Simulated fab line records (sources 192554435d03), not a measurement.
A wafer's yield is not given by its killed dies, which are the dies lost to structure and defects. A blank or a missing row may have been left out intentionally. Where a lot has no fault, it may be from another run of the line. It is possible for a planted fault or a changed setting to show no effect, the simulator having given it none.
A single fault, viewed from 2 desks -- flow n5Finfet -- every desk sees just its own numbers, and what lay behind them comes last

THE TOOL OWNER'S DESK: pecvd-03
The tool's own readings at N5_BEOL_M3_ILD_DEP_00 (deposits SiOC from DEMS/O2, target thk 79 nm, time 15.3 s): means of the sampled wafers that have a number, for each lot that ran on this tool. If a lot's mean is further than 4 standard deviations from the usual mean, the lot is out of limits and carries the mark OUT (the distance appears in the brackets).
Columns: A = heaterPowerW at N5_BEOL_M3_ILD_DEP_00, usual 459 W; B = showerheadPlenumPTorr at N5_BEOL_M3_ILD_DEP_00, usual 5.693 Torr; C = throttleValvePct at N5_BEOL_M3_ILD_DEP_00, usual 11.8 %
lot,first seen here,A,B,C
L798,day 8 09:05,347,5.692,11.5
L805,day 9 13:50,357,5.709,11.3
L807,day 10 10:58,323,5.692,11.5
L818,day 12 22:27,423,5.697,11.8
This desk's finding: nothing out of limits on any of the 4 lots.

THE METROLOGY DESK
What the gauges read for every lot (on any tool): the sampled wafers with a number, averaged. If a lot's mean is further than 4 standard deviations from the usual mean, the lot is out of limits and carries the mark OUT (the distance appears in the brackets). Only the readings that lie furthest out on some lot appear, 7 of the 11 it has.
Columns: A = M3_ILD_THK at N5_BEOL_M3_THK_MEAS_01, usual 78.9 nm; B = DIBL_P at N5_BEOL_M4_RC_MEAS_101, usual 35.7 mV/V; C = ION_P at N5_BEOL_M4_RC_MEAS_101, usual 462 uA/um; D = SS_N at N5_BEOL_M4_RC_MEAS_101, usual 71.3 mV/dec; E = SS_P at N5_BEOL_M4_RC_MEAS_101, usual 73.1 mV/dec; F = VT_N at N5_BEOL_M4_RC_MEAS_101, usual 250 mV; G = VT_P at N5_BEOL_M4_RC_MEAS_101, usual -251 mV
lot,first seen here,A,B,C,D,E,F,G
L795,day 6 21:43,79.4,35.8,460,71.5,73.0,251,-251
L797,day 8 08:29,78.1,34.8,465,71.2,72.6,248,-249
L798,day 8 09:09,77.6,33.9,466,71.4,73.6,252,-251
L804,day 9 10:59,79.4,34.7,453,71.1,73.2,252,-256
L805,day 9 13:55,82.4,37.0,462,71.4,73.7,249,-254
L807,day 10 11:02,80.7,35.3,473,71.1,73.4,248,-248
L809,day 11 10:09,79.0,35.7,462,70.6,73.2,250,-251
L812,day 11 10:23,79.8,37.0,467,71.2,73.0,246,-249
L816,day 12 14:10,78.6,34.5,461,71.0,72.8,251,-251
L818,day 12 22:32,78.3,38.2,463,72.1,73.1,247,-251
This desk's finding: nothing out of limits on any of the 10 lots.

TAKEN TOGETHER
Nothing out of limits was seen by the tool owner's desk.
Nothing out of limits was seen by the metrology desk.

WHAT HAD BEEN PUT IN BY THE SIMULATOR
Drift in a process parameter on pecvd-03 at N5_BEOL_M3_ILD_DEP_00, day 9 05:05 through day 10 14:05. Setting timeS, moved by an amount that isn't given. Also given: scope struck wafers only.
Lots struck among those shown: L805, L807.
